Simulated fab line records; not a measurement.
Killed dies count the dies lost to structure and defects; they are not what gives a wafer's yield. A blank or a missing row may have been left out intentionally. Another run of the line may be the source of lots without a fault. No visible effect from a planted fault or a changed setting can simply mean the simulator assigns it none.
fab line records	flow n5Finfet	part 2 of 2: steps 5 to 6 of 6
record lots=23	wafers=69	lastDay=18
route steps=1938 shown PMOS_HMC_CHANNEL_EPI@68 FIN_SAQP@113
lots that met no fault: taken from a fault-free run of the same line
startH: the number of hours between the record's first day and the start of the first shown wafer of the lot	waitH: hours since the lot's step before	" repeats the value in the row above	L1.1+2: a row that stands for several wafers	- no value, or no start given	* or withheld: withheld	< > ~ a bound
route shown NAME@n: a module of which the file shows steps, and the number in the route of the first	usual: the fault-free wafers' mean and standard deviation	same: alike in all rows	chamber/n: place in a boat	sites: the reading at each site	_std_site: the values' standard deviation	_edge_site: outer sites' mean less inner sites'	radiusMm: how far each site lies from the wafer's centre	mask NAME#n: copy n	behind: the most recent tool/chamber to have shaped the wafer	hold: the reason the lot was held/the length of the hold in hours/how it ended	device: names the non-switching transistor (n, p or np)	end of line: the route-end tests of the same wafers	step lacking rows: just its recipe	killed: not the wafer's yield, but the dies lost to structure and defects at the first sort	map: shows each die of a wafer: x if killed, . if not, _ if none is there
set.NAME: setting as actually run; set.NAME@STEP: the setting as run at that earlier step	model.NAME: the simulator's own value behind a step, which no gauge read
a sample of lots followed through the steps of the route, with each step as a table and each wafer as a row
services: the hour from which a tool's chamber was out of use, counted from the record's first day as startH (under 0 if before that day), plus the number of hours and why
## steps
# step N5_FIN_SAQP_MANDREL_ETCH_58
# recipe chemistry=HBr/Cl2	target=a-Si	targetDepthA=450	btTimeS=10	stopOn=SiNx	maskMaterial=SiO2	overEtchFrac=0.8	timeS=27	pressureMtorr=10	icpW=800	biasW=75	HBr_flow_sccm=150	Cl2_flow_sccm=80	ends=endPoint
# usual HBr_flow_sccm=150.0/0.46	drypumpMotorCurrentA=5.6/0.37	oesProductAu=0.694/0.011	throttleValvePct=35.5/0.36
# same btTimeS=10
lot.wafer	tool	chamber	startH	waitH	HBr_flow_sccm	drypumpMotorCurrentA	oesProductAu	rfHoursCounterH	throttleValvePct
L074.2	rieSi-06	0	24.47	0.0	149.7	5.6	0.682	187	35.2
L074.3	"	2	"	"	149.3	5.0	0.694	37	36.3
L074.6	"	0	"	"	149.4	5.6	0.685	-	35.2
L075.3	rieSi-06	0	32.30	0.0	150.5	5.6	0.679	187	35.2
L075.4	"	1	"	"	150.5	5.3	0.705	-	35.5
L075.5	"	0	"	"	150.4	5.6	0.684	-	35.1
L076.1	rieSi-06	2	36.35	0.0	150.7	5.0	0.681	38	36.3
L076.2	"	1	"	"	150.4	5.3	0.679	151	35.5
L076.5	"	1	"	"	150.5	5.3	0.695	-	35.5
L077.2	rieSi-06	0	42.19	0.0	150.1	5.6	0.686	187	35.1
L077.4	"	1	"	"	150.4	5.3	0.702	-	35.5
L077.5	"	0	"	"	149.8	5.6	0.681	-	35.2
L078.2	rieSi-06	2	47.94	0.0	150.0	5.0	0.677	38	36.3
L078.5	"	1	"	"	150.3	5.3	0.686	-	35.5
L078.6	"	0	"	"	150.5	5.6	0.674	-	35.2
L079.2	rieSi-06	0	54.86	0.0	149.7	5.6	0.678	188	35.2
L079.3	"	2	"	"	150.9	5.0	0.678	38	36.3
L079.4	"	1	"	"	150.5	5.3	0.702	-	35.5
L080.1	rieSi-06	1	62.12	0.0	149.7	5.3	0.687	151	35.5
L080.2	"	2	"	"	150.4	5.1	0.680	38	36.3
L080.6	"	2	"	"	149.5	5.0	0.686	-	36.2
L081.2	rieSi-06	3	66.50	0.0	149.8	5.8	0.694	61	35.3
L081.3	"	1	"	"	149.1	5.3	0.686	151	35.5
L081.4	"	2	"	"	149.9	5.0	0.691	38	36.3
L082.1	rieSi-05	0	72.13	0.0	150.2	5.8	0.702	43	35.5
L082.2	"	3	"	"	149.4	5.7	0.685	89	35.9
L082.4	"	1	"	"	150.5	6.0	0.685	121	35.4
L083.1	rieSi-01	1	78.41	0.0	150.7	6.6	0.706	1	35.2
L083.2	"	2	"	"	150.2	5.5	0.688	5	35.4
L083.5	"	3	"	"	149.6	5.5	0.702	-	35.7
L084.1	rieSi-06	1	84.11	0.0	150.3	5.3	0.693	152	35.5
L084.3	"	3	"	"	150.4	5.8	0.713	61	35.3
L084.5	"	1	"	"	150.1	5.3	0.710	-	35.5
L085.3	rieSi-05	3	90.65	0.0	150.2	5.7	0.687	89	35.9
L085.5	"	0	"	"	149.5	5.8	0.709	-	35.5
L085.6	"	3	"	"	150.9	5.7	0.688	-	35.9
L086.1	rieSi-06	1	100.02	0.0	149.6	5.3	0.700	152	35.5
L086.4	"	3	"	"	149.8	5.9	0.709	61	35.3
L086.5	"	1	"	"	149.1	5.3	0.710	-	35.5
L087.1	rieSi-05	0	104.19	0.0	149.5	5.8	0.698	44	35.5
L087.5	"	1	"	"	149.9	6.0	0.686	-	35.4
L087.6	"	0	"	"	149.7	5.8	0.706	-	35.5
L088.1	rieSi-05	3	108.21	0.0	150.1	5.7	0.683	90	35.9
L088.2	"	1	"	"	150.3	6.0	0.666	121	35.5
L088.4	"	2	"	"	150.1	5.8	0.689	123	35.4
L089.2	rieSi-01	1	114.99	0.0	149.9	6.6	0.699	2	35.2
L089.4	"	2	"	"	149.3	5.5	0.694	6	35.4
L089.5	"	1	"	"	150.3	6.6	0.714	-	35.2
L090.1	rieSi-06	2	120.12	0.0	150.2	5.0	0.681	39	36.3
L090.4	"	0	"	"	149.7	5.6	0.682	189	35.2
L090.6	"	0	"	"	149.2	5.6	0.692	-	35.1
L091.1	rieSi-05	1	125.70	0.0	149.9	6.0	0.679	122	35.5
L091.2	"	0	"	"	150.7	5.8	0.708	44	35.5
L091.4	"	3	"	"	150.3	5.7	0.690	90	35.9
L092.3	rieSi-01	2	132.01	0.0	149.8	5.5	0.708	6	35.4
L092.5	"	3	"	"	149.6	5.6	0.709	-	35.7
L092.6	"	0	"	"	149.8	5.5	0.695	-	35.2
L093.4	rieSi-01	2	138.36	0.0	149.6	5.5	0.702	6	35.4
L093.5	"	0	"	"	149.8	5.5	0.689	-	35.2
L093.6	"	3	"	"	150.2	5.6	0.692	-	35.7
L094.2	rieSi-06	1	145.17	0.0	150.5	5.3	0.688	153	35.5
L094.4	"	3	"	"	150.2	5.9	0.691	62	35.3
L094.5	"	3	"	"	150.8	5.8	0.703	-	35.3
L095.1	rieSi-05	2	151.74	0.0	150.3	5.8	0.696	124	35.4
L095.3	"	3	"	"	150.7	5.7	0.677	90	35.9
L095.6	"	0	"	"	149.8	5.8	0.706	-	35.5
L097.1	rieSi-01	2	163.85	0.0	150.3	5.5	0.694	7	35.4
L097.4	"	1	"	"	149.7	6.6	0.727	3	35.2
L097.6	"	0	"	"	149.6	5.5	0.693	-	35.2
# step N5_FIN_SAQP_ETCH_69
# recipe chemistry=N2/H2	target=SOC	targetDepthA=1500	stopOn=SiNx	ionEnergyEv=100	biasW=61	pressureMtorr=30	sourceW=850	n2FlowSccm=200	h2FlowSccm=200
# usual drypumpMotorCurrentA=5.7/0.44	oesProductAu=0.81/0.069	rfVppV=241.0/1.1	showerheadPlenumPTorr=2.57/0.053	throttleValvePct=17.85/0.18
lot.wafer	tool	chamber	startH	waitH	drypumpMotorCurrentA	oesProductAu	rfHoursCounterH	rfVppV	showerheadPlenumPTorr	throttleValvePct
L074.2	rieDiel-01	1	25.01	-	5.3	0.74	177	242.2	2.62	17.94
L074.3	"	1	"	"	5.3	0.73	-	242.9	2.62	17.94
L074.6	"	0	"	"	5.1	0.83	-	239.8	2.58	17.70
L075.3	rieDiel-05	3	32.83	-	6.3	0.84	66	242.9	2.59	17.74
L075.4	"	1	"	"	5.7	0.79	123	242.0	2.54	17.68
L075.5	"	1	"	"	5.7	0.79	-	240.8	2.54	17.69
L076.1	rieDiel-01	1	37.17	-	5.4	0.73	183	243.8	2.62	17.93
L076.2	"	0	"	"	5.1	0.82	67	241.5	2.58	17.71
L076.5	"	0	"	"	5.1	0.82	-	241.9	2.58	17.71
L077.2	rieDiel-05	0	42.77	-	5.9	0.85	50	241.9	2.59	18.01
L077.4	"	1	"	"	5.7	0.78	126	240.7	2.54	17.71
L077.5	"	3	"	"	6.3	0.83	-	241.0	2.59	17.75
L078.2	rieDiel-01	3	48.47	-	6.1	0.95	8	241.7	2.61	17.63
L078.5	"	0	"	"	5.1	0.80	-	241.0	2.58	17.73
L078.6	"	3	"	"	6.1	0.95	-	240.2	2.61	17.64
L079.2	rieDiel-01	3	55.77	-	6.1	0.94	12	241.7	2.61	17.62
L079.3	"	2	"	"	5.3	0.80	116	240.4	2.46	18.07
L079.4	"	1	"	"	5.3	0.73	192	242.2	2.62	17.96
L080.1	rieDiel-02	0	62.71	-	5.9	0.91	13	241.0	2.60	17.64
L080.2	"	1	"	"	6.3	0.74	186	240.4	2.53	17.98
L080.6	"	1	"	"	6.3	0.73	-	240.6	2.53	17.99
L081.2	rieDiel-02	3	67.03	-	5.4	0.75	129	239.9	2.56	18.09
L081.3	"	2	"	"	6.4	0.68	238	238.5	2.41	18.08
L081.4	"	1	"	"	6.3	0.73	188	241.8	2.53	17.99
L082.1	rieDiel-05	1	72.66	-	5.7	0.77	140	239.4	2.54	17.74
L082.2	"	3	"	"	6.3	0.81	83	240.5	2.58	17.77
L082.4	"	0	"	"	5.9	0.84	64	240.2	2.59	18.05
L083.1	rieDiel-05	1	78.94	-	5.7	0.76	141	239.1	2.53	17.71
L083.2	"	3	"	"	6.3	0.82	85	241.1	2.58	17.78
L083.5	"	3	"	"	6.3	0.82	-	239.2	2.58	17.77
L084.1	rieDiel-01	2	84.64	-	5.3	0.79	128	239.5	2.46	18.09
L084.3	"	3	"	"	6.1	0.92	24	241.2	2.60	17.64
L084.5	"	3	"	"	6.1	0.91	-	241.7	2.60	17.67
L085.3	rieDiel-05	0	91.18	-	5.9	0.83	70	239.6	2.58	18.06
L085.5	"	1	"	"	5.7	0.76	-	239.6	2.53	17.73
L085.6	"	0	"	"	5.9	0.83	-	240.6	2.58	18.07
L086.1	rieDiel-05	1	100.73	-	5.7	0.76	149	241.9	2.53	17.74
L086.4	"	0	"	"	5.9	0.83	74	241.6	2.58	18.07
L086.5	"	0	"	"	5.9	0.83	-	242.5	2.58	18.07
L087.1	rieDiel-01	1	104.71	-	5.3	0.72	207	242.7	2.61	17.98
L087.5	"	1	"	"	5.3	0.72	-	241.3	2.61	17.98
L087.6	"	0	"	"	5.1	0.78	-	239.8	2.57	17.76
L088.1	rieDiel-01	2	108.74	-	5.3	0.79	132	240.1	2.46	18.10
L088.2	"	0	"	"	5.1	0.79	97	240.0	2.57	17.75
L088.4	"	2	"	"	5.3	0.79	-	239.5	2.46	18.09
L089.2	rieDiel-05	1	115.58	-	5.7	0.75	155	241.3	2.53	17.75
L089.4	"	2	"	"	5.3	0.87	40	241.7	2.58	17.62
L089.5	"	0	"	"	5.9	0.82	-	240.5	2.58	18.07
L090.1	rieDiel-02	3	120.65	-	5.4	0.74	149	241.0	2.55	18.14
L090.4	"	1	"	"	6.3	0.72	206	240.2	2.52	18.03
L090.6	"	0	"	"	5.9	0.88	-	241.0	2.59	17.68
L091.1	rieDiel-05	0	126.22	-	5.9	0.81	83	240.4	2.58	18.09
L091.2	"	2	"	"	5.3	0.87	42	240.9	2.58	17.64
L091.4	"	3	"	"	6.3	0.80	101	241.4	2.57	17.80
L092.3	rieDiel-01	2	132.68	-	5.3	0.77	143	239.2	2.45	18.12
L092.5	"	2	"	"	5.3	0.77	-	239.0	2.45	18.12
L092.6	"	3	"	"	6.1	0.89	-	240.1	2.60	17.67
L093.4	rieDiel-02	2	139.00	-	6.3	0.91	7	243.2	2.73	17.74
L093.5	"	2	"	"	6.3	0.91	-	244.2	2.73	17.74
L093.6	"	3	"	"	5.4	0.73	-	240.1	2.55	18.15
L094.2	rieDiel-05	3	145.74	-	6.3	0.79	109	241.9	2.57	17.82
L094.4	"	2	"	"	5.3	0.86	51	241.4	2.58	17.66
L094.5	"	0	"	"	5.9	0.82	-	239.9	2.57	18.09
L095.1	rieDiel-05	0	152.28	-	5.9	0.81	92	238.8	2.57	18.12
L095.3	"	1	"	"	5.7	0.74	166	241.1	2.52	17.76
L095.6	"	1	"	"	5.7	0.75	-	242.0	2.52	17.76
L097.1	rieDiel-01	2	164.42	-	5.2	0.76	157	239.7	2.45	18.13
L097.4	"	3	"	"	6.1	0.87	49	240.2	2.59	17.69
L097.6	"	3	"	"	6.1	0.87	-	240.6	2.59	17.69
## services
tool	chamber	startH	hours	kind
rieDiel-03	1	-2.60	1.6	repair
rieDiel-04	3	5.25	3.1	repair
rieDiel-01	0	6.47	1.3	repair
rieSi-01	0	8.54	4.3	repair
rieDiel-06	2	9.83	5.2	repair
rieDiel-03	1	14.80	20.7	repair
rieDiel-06	3	16.53	11.1	repair
rieDiel-04	2	18.00	33.3	repair
rieDiel-03	3	20.93	10.8	repair
rieSi-06	3	21.74	43.4	repair
rieDiel-06	2	22.53	1.3	repair
rieDiel-05	3	28.82	3.7	repair
rieDiel-02	-	47.56	14.6	pm
vaporEtch-01	-	48.76	4.2	repair
rieDiel-01	-	79.26	0.6	repair
rieSi-05	1	83.51	6.8	repair
rieDiel-01	1	95.65	5.7	repair
rieDiel-01	2	98.62	8.0	repair
rieDiel-06	3	104.73	4.3	repair
rieDiel-02	0	108.23	1.7	repair
rieDiel-02	-	130.52	2.8	pm
rieSi-06	0	134.45	1.0	repair
rieDiel-05	1	146.48	2.7	repair
rieDiel-01	0	150.88	2.4	repair
